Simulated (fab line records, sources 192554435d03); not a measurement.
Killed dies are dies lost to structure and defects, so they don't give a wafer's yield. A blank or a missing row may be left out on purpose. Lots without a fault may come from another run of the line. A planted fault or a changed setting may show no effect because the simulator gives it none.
Chamber matching | flow n5_finfet | N5_MOL_CONTACT_COAG_ALD_133 on ald_sin-01: 4 sister chambers
The step deposits SiO2, target thk 5 nm, pulse time 1 s, co reactant pulse time 1 s. 18 wafers are shown with their chamber, then 9 later ones without.

WAFERS WITH THEIR CHAMBER
wafer  | chamber | heater_power_w (W) | precursor_pulse_height_rel
L076.3 | 3       | 72                 | 1.004
L076.5 | 2       | 66                 | 0.999
L076.6 | 1       | 78                 | 1.008
L078.2 | 3       | 73                 | 1.004
L078.5 | 0       | 71                 | 0.985
L078.6 | 3       | 75                 | 1.018
L081.2 | 2       | 67                 | 1.020
L081.4 | 1       | 79                 | 0.995
L081.5 | 3       | 74                 | 0.971
L086.4 | 3       | 73                 | 1.046
L086.5 | 0       | 72                 | 0.989
L086.6 | 1       | 83                 | 1.003
L087.2 | 3       | 73                 | 1.007
L087.3 | 2       | 68                 | 0.984
L087.5 | 0       | 71                 | 1.011
L093.1 | 2       | 66                 | 1.008
L093.2 | 0       | 69                 | 1.028
L093.5 | 2       | 66                 | 0.997

SIGNATURES (means of the wafers above)
reading                    | chamber 0 | chamber 1 | chamber 2 | chamber 3 | scatter within a chamber
heater_power_w             | 70.75     | 80.00     | 66.60     | 73.33     | 1.4
precursor_pulse_height_rel | 1.00325   | 1.00200   | 1.00160   | 1.00833   | 0.0188
Rule: a wafer's distance from a chamber is the root of the sum, over the readings, of the square of ((its reading less the chamber's mean) divided by the reading's scatter). The wafer belongs to the nearest chamber; if the next one is less than 2 further off, it can't be placed. The scatter: the root of (the sum of the squares of (reading less its chamber's mean) over the shown wafers, divided by (wafers less chambers)).

WAFERS WITHOUT THEIR CHAMBER
wafer  | heater_power_w (W) | precursor_pulse_height_rel
L094.1 | 75                 | 1.042
L094.2 | 67                 | 1.016
L094.4 | 73                 | 0.978
L095.1 | 79                 | 0.988
L095.3 | 68                 | 1.010
L095.4 | 72                 | 0.981
L096.2 | 72                 | 0.982
L096.3 | 79                 | 0.986
L096.6 | 66                 | 1.026

WHICH CHAMBER EACH WENT THROUGH
wafer  | from the rows above     | in truth
L094.1 | can't be placed: 3 or 0 | 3
L094.2 | can't be placed: 2 or 0 | 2
L094.4 | can't be placed: 3 or 0 | 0
L095.1 | 1                       | 1
L095.3 | can't be placed: 2 or 0 | 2
L095.4 | can't be placed: 0 or 3 | 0
L096.2 | can't be placed: 0 or 3 | 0
L096.3 | 1                       | 1
L096.6 | 2                       | 2
Placed correctly: 3 of 9. Can't be placed from these rows: 6 (the true chamber is among the candidates in 6). Placed wrongly: 0.
